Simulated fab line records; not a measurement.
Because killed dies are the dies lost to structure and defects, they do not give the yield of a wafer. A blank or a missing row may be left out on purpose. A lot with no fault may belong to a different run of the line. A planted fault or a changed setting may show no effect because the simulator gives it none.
Matching of chambers	flow n5-finfet	N5_MOL_CONTACT_COAG_STRIP_96 on rie-diel-01: 4 sister chambers
The step strips in N2/H2. 14 wafers are shown with their chamber, then 7 later ones without.

EACH WAFER AND ITS CHAMBER
wafer	chamber	drypump-motor-current-A (A)	throttle-valve-pct (%)	showerhead-plenum-p-Torr (Torr)
L074.2	3	5.2	19.3	3.34
L074.4	0	4.9	18.8	3.27
L074.6	3	5.2	19.2	3.34
L079.1	0	4.9	18.8	3.26
L079.3	3	5.3	19.3	3.34
L079.4	2	6.5	18.2	3.40
L086.1	1	5.1	18.8	3.36
L086.3	3	5.3	19.3	3.33
L086.5	0	4.9	18.8	3.25
L089.4	2	6.4	18.2	3.39
L089.5	0	4.9	18.9	3.25
L089.6	1	5.1	18.8	3.35
L090.1	2	6.5	18.2	3.39
L090.3	0	4.9	18.8	3.25

SIGNATURES (means of the wafers above)
reading	chamber 0	chamber 1	chamber 2	chamber 3	scatter within a chamber
drypump-motor-current-A	4.900	5.100	6.467	5.250	0.0408
throttle-valve-pct	18.820	18.800	18.200	19.275	0.0394
showerhead-plenum-p-Torr	3.2560	3.3550	3.3933	3.3375	0.00715
Rule: a wafer's distance from a chamber is the root of the sum, over the readings, of the square of ((its reading less the chamber's mean) divided by the reading's scatter). If the next closest chamber is less than 2 further off than the closest, the wafer can't be placed; otherwise it belongs to the closest. The scatter is the square root of a quotient: the sum, over the shown wafers, of each reading's squared deviation from its chamber's mean, divided by wafers minus chambers.

WAFERS WHOSE CHAMBER IS MISSING
wafer	drypump-motor-current-A (A)	throttle-valve-pct (%)	showerhead-plenum-p-Torr (Torr)
L090.5	5.1	18.8	3.35
L094.1	6.5	18.2	3.38
L094.5	5.1	18.8	3.35
L094.6	4.9	18.9	3.24
L095.1	6.4	18.2	3.38
L095.4	5.3	18.9	3.32
L095.5	5.1	18.8	3.35

THE CHAMBER EACH PASSED THROUGH
wafer	from the rows above	in truth
L090.5	1	1
L094.1	2	2
L094.5	1	1
L094.6	0	0
L095.1	2	2
L095.4	1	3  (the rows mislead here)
L095.5	1	1
Placed correctly: 6 of 7. Number that these rows cannot place: 0. Number placed wrongly: 1.
